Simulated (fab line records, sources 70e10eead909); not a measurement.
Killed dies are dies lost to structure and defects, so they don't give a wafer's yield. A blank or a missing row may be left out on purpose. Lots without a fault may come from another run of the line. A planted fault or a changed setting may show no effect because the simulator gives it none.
Problem report in the 8D (eight disciplines) form, filled by code | flow nand_harc | the parts of the form that need people (team, actions taken, sign-off) are left out

1. THE PROBLEM
cd_nm at NHARC_P_M2_CD_MEAS_09 reads a mean of 203.0 nm on 1 wafer of 1 lot; wafers without a fault read 169.7 nm with a standard deviation of 0.56. That is +59 standard deviations from the usual mean.
The step: target cd 170 nm.
First seen on wafer L713.1, day 10 09:58, on cd_sem-02. The record holds 36 wafers of 12 lots with a number at this step. Rule for "out", or "out of limits": more than 4 standard deviations from the usual mean. The other wafers with a number count as sound.

2. WHAT IT IS AND WHAT IT IS NOT
question                    | is                | is not
which readings at this step | cd_nm             | -
which lots                  | L713              | L698, L699, L701, L703, L705, L706, L707, L708, L709, L712, L717
which wafers of those lots  | L713.1            | L713.3, L713.4
read on which gauges        | cd_sem-02         | cd_sem-01, cd_sem-03
when                        | from day 10 09:58 | up to then (29 sound wafers); but 6 sound wafers of L712, L717 came after

3. SUSPECTS, AND WHAT RULES EACH OUT
Counting: a tool at a process step up to the reading stays a suspect if it ran every lot that is out. Sound lots after the first of them don't rule it out here, since some wafers of a struck lot are sound.
- the gauge at NHARC_P_M2_CD_MEAS_09: kept. All the wafers that are out were read on cd_sem-02, and no step on other tools shows them out.
- pecvd-01 at NHARC_P_M1_DEP_33 (deposits SiCN, target thk 30 nm): kept. It ran the lot that is out, L713 (day 10 08:46); its last sound lot up to then is L706 (day 8 21:56).
- arfi_scanner-03 at NHARC_P_M2_EXPOSE_06 (exposes mask P M2, target cd 170 nm): kept. It ran the lot that is out, L713 (day 10 09:49); its last sound lot up to then is L709 (day 9 13:22).
- Within pecvd-01 at NHARC_P_M1_DEP_33: the wafers that are out ran in chamber 1; their sound lot-mates ran in chambers 0, 2.
Left after counting: pecvd-01 at NHARC_P_M1_DEP_33, arfi_scanner-03 at NHARC_P_M2_EXPOSE_06, cd_sem-02 at NHARC_P_M2_CD_MEAS_09.

4. THE CAUSE (what the simulator had put in)
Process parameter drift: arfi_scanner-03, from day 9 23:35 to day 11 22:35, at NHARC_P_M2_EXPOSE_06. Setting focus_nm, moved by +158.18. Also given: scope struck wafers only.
Counting left 3 suspects, and this tool is among them.

5. THE CHAIN OF EFFECTS, in route order
Each row: a reading whose mean over the struck wafers that have a number lies more than 3 standard deviations from the usual. Only readings for which the record gives a usual standard deviation are gone through. hours: the time from each lot's start at the first step in this table that gives one to its start at this step, as a median over the lots. sigmas: the change in usual standard deviations.
hours | step                  | reading | usual    | on struck wafers | change | sigmas
0     | NHARC_P_M2_CD_MEAS_09 | cd_nm   | 169.7 nm | 203.0            | +33.3  | +59
Later measuring or inspecting steps at which every struck wafer that the step has a row for has a number for every such reading, and none has moved that far: NHARC_P_M2_OVL_MEAS_10, NHARC_END_SORT_01.

6. WHAT WOULD HAVE CAUGHT IT SOONER
In this record the first reading out of limits at a measuring or inspecting step was taken at day 10 09:58, 10 hours after the fault began at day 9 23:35.
All the lots that are out (1) had begun NHARC_P_M2_EXPOSE_06 on arfi_scanner-03 by day 10 09:58. A hold on the tool at that time would have spared none of them.
